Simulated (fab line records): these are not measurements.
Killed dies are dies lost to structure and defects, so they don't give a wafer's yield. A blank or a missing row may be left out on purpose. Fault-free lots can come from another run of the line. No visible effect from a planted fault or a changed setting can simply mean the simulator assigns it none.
Chamber matching | flow nand_harc | NHARC_A_CONTACT_DEP_58 on pecvd-04 has 3 sister chambers
The step deposits SiON, target thk 60 nm. 3 wafers are shown with their chamber, then 8 later ones without.

## EACH WAFER AND ITS CHAMBER
wafer  | chamber | heater_power_outer_w (W)
L088.5 | 0       | 327
L092.6 | 2       | 434
L091.1 | 1       | 658

## WAFERS WHOSE CHAMBER IS MISSING
wafer  | heater_power_outer_w (W)
L091.3 | 368
L091.4 | 357
L093.1 | 637
L093.2 | 376
L093.3 | 389
L095.1 | 364
L095.2 | 432
L095.6 | 643

## WHICH CHAMBER EACH WENT THROUGH
wafer  | from the rows above     | in truth
L091.3 | can't be placed: 0 or 2 | 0
L091.4 | can't be placed: 0 or 2 | 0
L093.1 | 1                       | 1
L093.2 | can't be placed: 0 or 2 | 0
L093.3 | can't be placed: 2 or 0 | 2
L095.1 | can't be placed: 0 or 2 | 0
L095.2 | 2                       | 2
L095.6 | 1                       | 1
Placed correctly: 3 of 8. Can't be placed from these rows: 5 (the true chamber is among the candidates in 5). 0 placed wrongly.
How it was worked out, from the rows above alone: a wafer's distance from a chamber is the root of the sum, over the readings, of the square of ((its reading less the chamber's mean) divided by the reading's scatter). If the next closest chamber is less than 2 further off than the closest, the wafer can't be placed; otherwise it belongs to the closest. The mean given for a chamber averages the wafers shown for that chamber. The scatter (one wafer shown for each chamber): square how far every hidden wafer sits from the nearest shown wafer, average those squares and take the square root.
